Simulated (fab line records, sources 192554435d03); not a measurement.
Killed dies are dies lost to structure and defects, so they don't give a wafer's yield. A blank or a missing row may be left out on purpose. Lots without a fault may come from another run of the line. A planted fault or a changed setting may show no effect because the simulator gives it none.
One fault seen from 2 desks | flow n5_finfet | each desk has only its own numbers; what lay behind them comes last

THE TOOL OWNER'S DESK: pecvd-02
The tool's own readings at N5_BEOL_M12_ILD_DEP_00 (deposits SiOC from DEMS/O2, target thk 658.92 nm, time 130.7 s): means of the sampled wafers that have a number, for each lot that ran on this tool. A lot is out of limits, marked OUT, if its mean lies more than 4 standard deviations from the usual mean; the brackets give that distance.
Columns: A = heater_power_outer_w at N5_BEOL_M12_ILD_DEP_00, usual 243 W; B = heater_power_w at N5_BEOL_M12_ILD_DEP_00, usual 459 W; C = run_length_s at N5_BEOL_M12_ILD_DEP_00, usual 175.6 s; D = showerhead_plenum_p_Torr at N5_BEOL_M12_ILD_DEP_00, usual 5.700 Torr; E = throttle_valve_pct at N5_BEOL_M12_ILD_DEP_00, usual 11.9 %
lot  | first seen here | A   | B   | C               | D     | E
L323 | day 11 12:40    | 267 | 505 | 175.7           | 5.702 | 12.3
L324 | day 11 17:30    | 271 | 477 | 175.6           | 5.699 | 11.8
L338 | day 15 19:26    | 250 | 483 | 166.5 (-18) OUT | 5.705 | 12.0
L339 | day 15 20:19    | 305 | 578 | 161.6 (-27) OUT | 5.696 | 12.3
L340 | day 15 23:34    | 270 | 540 | 148.1 (-54) OUT | 5.707 | 12.2
This desk's finding: out of limits on L338, L339, L340; first on L338, day 15 19:26 (run_length_s at N5_BEOL_M12_ILD_DEP_00). In limits: L323, L324.

THE METROLOGY DESK
What the gauges read, lot by lot, whatever tool the lot ran on: means of the sampled wafers that have a number. A lot is out of limits, marked OUT, if its mean lies more than 4 standard deviations from the usual mean; the brackets give that distance.
Columns: A = V10_OVL at N5_BEOL_M11_OVL_MEAS_29, usual 0.3 nm; B = M12_ILD_THK at N5_BEOL_M12_THK_MEAS_01, usual 660 nm
lot  | first seen here | A    | B
L320 | day 11 03:42    | 1.1  | 663
L323 | day 11 07:54    | -0.2 | 671
L324 | day 11 14:04    | 0.9  | 662
L326 | day 11 21:18    | 0.6  | 653
L327 | day 12 06:07    | 0.5  | 655
L330 | day 12 23:41    | 0.5  | 647
L338 | day 15 15:45    | 0.4  | 614 (-5.1) OUT
L339 | day 15 15:55    | -0.0 | 592 (-7.5) OUT
L340 | day 15 18:28    | -0.1 | 526 (-15) OUT
L342 | day 16 18:50    | 0.7  | 662
This desk's finding: out of limits on L338, L339, L340; first on L338, day 15 19:34 (M12_ILD_THK at N5_BEOL_M12_THK_MEAS_01). In limits: L320, L323, L324, L326, L327, L330, L342.

PUT TOGETHER
The tool owner's desk could have raised an alarm at day 15 19:26, on L338, L339, L340.
The metrology desk could have raised an alarm at day 15 19:34, on L338, L339, L340.
Of the lots named, all ran N5_BEOL_M12_ILD_DEP_00 on pecvd-02.

WHAT THE SIMULATOR HAD PUT IN
Process parameter drift: pecvd-02, from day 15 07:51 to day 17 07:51, at N5_BEOL_M12_ILD_DEP_00. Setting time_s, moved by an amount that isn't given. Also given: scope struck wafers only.
Lots struck among those shown: L338, L339, L340.
Hours from the fault's start to each desk's first reading out of limits: the tool owner's desk, 12; the metrology desk, 12.
